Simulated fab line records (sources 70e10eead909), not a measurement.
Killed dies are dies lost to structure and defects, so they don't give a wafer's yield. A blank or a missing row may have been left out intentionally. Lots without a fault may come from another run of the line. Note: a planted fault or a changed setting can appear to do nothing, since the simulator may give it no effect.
Struck lot and sound lot, side by side | flow nandHarc | 15 out of 1159 route steps
Sound: wafers L608.1, L608.2, L608.5. Struck: wafer L616.5; the same lot's L616.3 was not struck, so it is left out; see the end for the cause.
Per side, at each step with rows, come the tool, then ch with its chambers, and then its first start. Under that, the readings that differ: sound wafers | struck wafers | difference of the means | sigmas: that difference in standard deviations of wafers without a fault.
alike: a reading whose means differ by less than 2 such deviations, as well as words and numbers matching on both sides. not compared: withheld readings; readings where some wafer has no value; bounds like >300 that might hide an equal value; numbers whose values overlap and for which the record gives no deviation.
Wherever a step has rows on one side only, a row that says differs or no value, or a row with sigmas, the two part there. Numbers that have no deviation but don't overlap get no sigmas and don't part them. A reading that every wafer of one side lacks parts them only if that side has two wafers or more.

first, 1 step without rows for these wafers: NHARC_A_ONON_D1_DEP_12 (target thk 1000 nm).
NHARC_A_ONON_D1_THK_MEAS_14: measures by ellipsometry.
  sound on filmMetro-02, day 8 11:50; struck on filmMetro-01, day 10 12:07
reading    | sound          | struck | difference | sigmas
thkNm (nm) | 1012 1013 1011 | 986    | -26        | -3
then, 2 steps without rows for these wafers: NHARC_A_ONON_D1_ANNEAL_15 (time 3600 s); NHARC_A_ONON_D1_DEP_16 (target thk 1000 nm).
NHARC_A_ONON_D1_THK_MEAS_18: measures by ellipsometry.
  sound on filmMetro-02, day 8 19:18; struck on filmMetro-02, day 10 19:16
  alike: thkNm
then, no rows for these wafers at 1 step: NHARC_A_ONON_D1_DEP_19 (target thk 1000 nm).
NHARC_A_ONON_D1_THK_MEAS_21: measures by ellipsometry.
  sound on filmMetro-01, day 8 20:00; struck on filmMetro-02, day 10 19:50
  alike: thkNm
then, no rows for these wafers at 1 step: NHARC_A_ONON_D1_DEP_22 (target thk 1000 nm).
NHARC_A_ONON_D1_THK_MEAS_24: measures by ellipsometry.
  sound on filmMetro-02, day 8 20:34; struck on filmMetro-02, day 10 20:23
  alike: thkNm
then, no rows for these wafers at 1 step: NHARC_A_ONON_D1_DEP_25 (target thk 1000 nm).
NHARC_A_ONON_D1_THK_MEAS_27: measures by ellipsometry.
  sound on filmMetro-01, day 8 21:08; struck on filmMetro-02, day 10 20:58
  alike: thkNm
NHARC_A_ONON_D1_DEP_28: target thk 1000 nm.
  sound on pecvdOnon-02 ch 0, day 8 21:14; struck on pecvdOnon-02 ch 0, day 10 21:08
NHARC_A_ONON_D1_THK_MEAS_30: measures by ellipsometry.
  sound on filmMetro-01, day 8 21:45; struck on filmMetro-01, day 10 21:32
reading    | sound          | struck | difference | sigmas
thkNm (nm) | 1006 1004 1006 | 685    | -320       | -29
NHARC_A_ONON_D1_DEP_33: deposits SiO2, target thk 200 nm.
  sound on pecvd-04 ch 0,1,2, day 8 21:49; struck on pecvd-03 ch 1, day 10 21:41
reading              | sound          | struck | difference | sigmas
showerheadVppV (V)   | 1872 2071 1855 | 1712   | -221       | -2
throttleValvePct (%) | 15.8 16.2 16.1 | 17.5   | +1.5       | +2
  alike: heaterPowerW
-- record jumps: 12 days between struck wafers' starts before vs after; left off in module A_ONON_D1, resumes in module END, first step shown is number 1159 of the route --
NHARC_END_SORT_01:
  here the record holds rows for the struck wafers (prober-01 ch 0, day 22 12:56) but none for the sound ones

WHERE THEY PART
At NHARC_A_ONON_D1_THK_MEAS_14 first; at NHARC_END_SORT_01 last (within this record only).

WHY: what had been put in by the simulator
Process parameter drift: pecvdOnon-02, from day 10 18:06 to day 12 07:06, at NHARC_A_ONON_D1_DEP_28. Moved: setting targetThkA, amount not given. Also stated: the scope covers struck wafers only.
